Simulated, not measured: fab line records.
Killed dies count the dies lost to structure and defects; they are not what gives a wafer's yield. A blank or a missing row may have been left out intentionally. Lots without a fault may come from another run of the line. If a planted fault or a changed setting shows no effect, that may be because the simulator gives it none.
Matching of chambers / flow n5_finfet / N5_BEOL_M5_DEP_56 on pecvd-02: 3 sister chambers
The step deposits SiCN from 3MS/NH3, target thk 8 nm, time 14 s. 3 wafers are shown with their chamber, then 9 later ones without.

WAFERS PAIRED WITH THEIR CHAMBERS
wafer=L082.2; chamber=1; showerhead_plenum_p_Torr (Torr)=3.663
wafer=L082.4; chamber=2; showerhead_plenum_p_Torr (Torr)=3.634
wafer=L082.5; chamber=0; showerhead_plenum_p_Torr (Torr)=3.671

WAFERS WHOSE CHAMBER IS MISSING
wafer=L081.3; showerhead_plenum_p_Torr (Torr)=3.674
wafer=L081.5; showerhead_plenum_p_Torr (Torr)=3.664
wafer=L081.6; showerhead_plenum_p_Torr (Torr)=3.664
wafer=L086.4; showerhead_plenum_p_Torr (Torr)=3.633
wafer=L086.5; showerhead_plenum_p_Torr (Torr)=3.658
wafer=L086.6; showerhead_plenum_p_Torr (Torr)=3.662
wafer=L091.1; showerhead_plenum_p_Torr (Torr)=3.632
wafer=L091.3; showerhead_plenum_p_Torr (Torr)=3.663
wafer=L091.6; showerhead_plenum_p_Torr (Torr)=3.675

EACH ONE'S CHAMBER
wafer=L081.3; from the rows above=0; in truth=0
wafer=L081.5; from the rows above=1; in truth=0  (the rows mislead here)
wafer=L081.6; from the rows above=1; in truth=1
wafer=L086.4; from the rows above=2; in truth=2
wafer=L086.5; from the rows above=1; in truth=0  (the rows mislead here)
wafer=L086.6; from the rows above=1; in truth=1
wafer=L091.1; from the rows above=2; in truth=2
wafer=L091.3; from the rows above=1; in truth=1
wafer=L091.6; from the rows above=0; in truth=0
7 of 9 placed correctly. Left unplaced by these rows: 0. 2 placed wrongly.
How it was worked out, from the rows above alone: a wafer's distance from a chamber is the root of the sum, over the readings, of the square of ((its reading less the chamber's mean) divided by the reading's scatter). The wafer belongs to the nearest chamber; if the next one is less than 2 further off, it can't be placed. For every chamber, the mean is computed from those of its wafers that are shown. The scatter: with one shown wafer a chamber, the root of the mean of the squares of how far each hidden wafer lies from its nearest shown one.
